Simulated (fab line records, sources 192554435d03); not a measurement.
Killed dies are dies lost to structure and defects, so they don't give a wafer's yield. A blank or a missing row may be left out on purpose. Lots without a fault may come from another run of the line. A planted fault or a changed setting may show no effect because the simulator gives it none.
Tool commonality check | flow n5_finfet | 11 lots, 33 wafers sampled

WHY IT WAS OPENED
At N5_BEOL_M15_OVL_MEAS_29 the reading M15_OVL is flagged on 2 of 11 lots. Wafers without a fault read -1 nm, standard deviation 4.3.
Rule: a lot is flagged when every wafer of it that has a number lies more than 4 standard deviations from that mean, or none has a number. The other lots count as sound.

lot  | measured     | on         | M15_OVL (nm), wafer by wafer | flag
L620 | day 11 20:42 | overlay-02 | -2 -2 5                      |
L622 | day 12 11:15 | overlay-01 | -2 8 0                       |
L624 | day 12 20:28 | overlay-02 | -1 -1 -6                     |
L625 | day 13 00:26 | overlay-01 | 62 59 59                     | FLAGGED
L626 | day 13 00:56 | overlay-01 | 61 61 55                     | FLAGGED
L629 | day 14 00:23 | overlay-02 | 3 3 -2                       |
L630 | day 14 06:25 | overlay-02 | -5 -9 -2                     |
L634 | day 15 01:05 | overlay-01 | 1 0 2                        |
L635 | day 15 04:14 | overlay-02 | -8 1 -3                      |
L636 | day 16 02:37 | overlay-02 | 4 -3 -1                      |
L639 | day 16 10:06 | overlay-02 | -5 -9 -11                    |
The numbers of the flagged lots are 60 nm on average: +60 nm against the usual, or +14 standard deviations.

WHICH TOOL RAN EACH LOT
The record holds 1 process step before the reading, out of a route of 1938 steps. In each cell: the tool, then ch and the chambers that the sampled wafers went through, then the start.
lot  | flag    | N5_BEOL_M15_EXPOSE_25
L620 |         | krf_scanner-02 ch 0, day 11 20:31
L622 |         | krf_scanner-01 ch 0, day 12 11:02
L624 |         | krf_scanner-01 ch 0, day 12 20:16
L625 | FLAGGED | krf_scanner-01 ch 0, day 13 00:14
L626 | FLAGGED | krf_scanner-01 ch 0, day 13 00:44
L629 |         | krf_scanner-02 ch 0, day 14 00:11
L630 |         | krf_scanner-02 ch 0, day 14 06:12
L634 |         | krf_scanner-02 ch 0, day 15 00:53
L635 |         | krf_scanner-02 ch 0, day 15 04:01
L636 |         | krf_scanner-02 ch 0, day 16 02:25
L639 |         | krf_scanner-02 ch 0, day 16 09:53
What these steps do:
- N5_BEOL_M15_EXPOSE_25: exposes mask M15, target cd 400 nm.
- N5_BEOL_M15_OVL_MEAS_29

FLAGGED OVER TOTAL, TOOL BY TOOL (the gauges that took the reading come last)
step                    | tool           | lots run | flagged | share of the flagged lots | sound lots run after its first flagged lot
N5_BEOL_M15_EXPOSE_25   | krf_scanner-01 | 4        | 2       | all                       | 0
N5_BEOL_M15_EXPOSE_25   | krf_scanner-02 | 7        | 0       | none                      | -
N5_BEOL_M15_OVL_MEAS_29 | overlay-01     | 4        | 2       | all                       | 1 (L634)
N5_BEOL_M15_OVL_MEAS_29 | overlay-02     | 7        | 0       | none                      | -

WHAT THE TABLE ALLOWS
2 rows of the table ran every flagged lot: krf_scanner-01 at N5_BEOL_M15_EXPOSE_25, overlay-01 at N5_BEOL_M15_OVL_MEAS_29.
- krf_scanner-01 at N5_BEOL_M15_EXPOSE_25: 2 of its 4 lots flagged. Its last sound lot is L624 (day 12 20:16), its first flagged lot L625 (day 13 00:14): a fault that began between those two fits.
- overlay-01 at N5_BEOL_M15_OVL_MEAS_29: 2 of its 4 lots flagged. Sound lots ran on it after the first flagged one (L634), which a lasting fault on the whole tool wouldn't allow.
One tool is left: krf_scanner-01 at N5_BEOL_M15_EXPOSE_25.

WHAT THE SIMULATOR HAD PUT IN
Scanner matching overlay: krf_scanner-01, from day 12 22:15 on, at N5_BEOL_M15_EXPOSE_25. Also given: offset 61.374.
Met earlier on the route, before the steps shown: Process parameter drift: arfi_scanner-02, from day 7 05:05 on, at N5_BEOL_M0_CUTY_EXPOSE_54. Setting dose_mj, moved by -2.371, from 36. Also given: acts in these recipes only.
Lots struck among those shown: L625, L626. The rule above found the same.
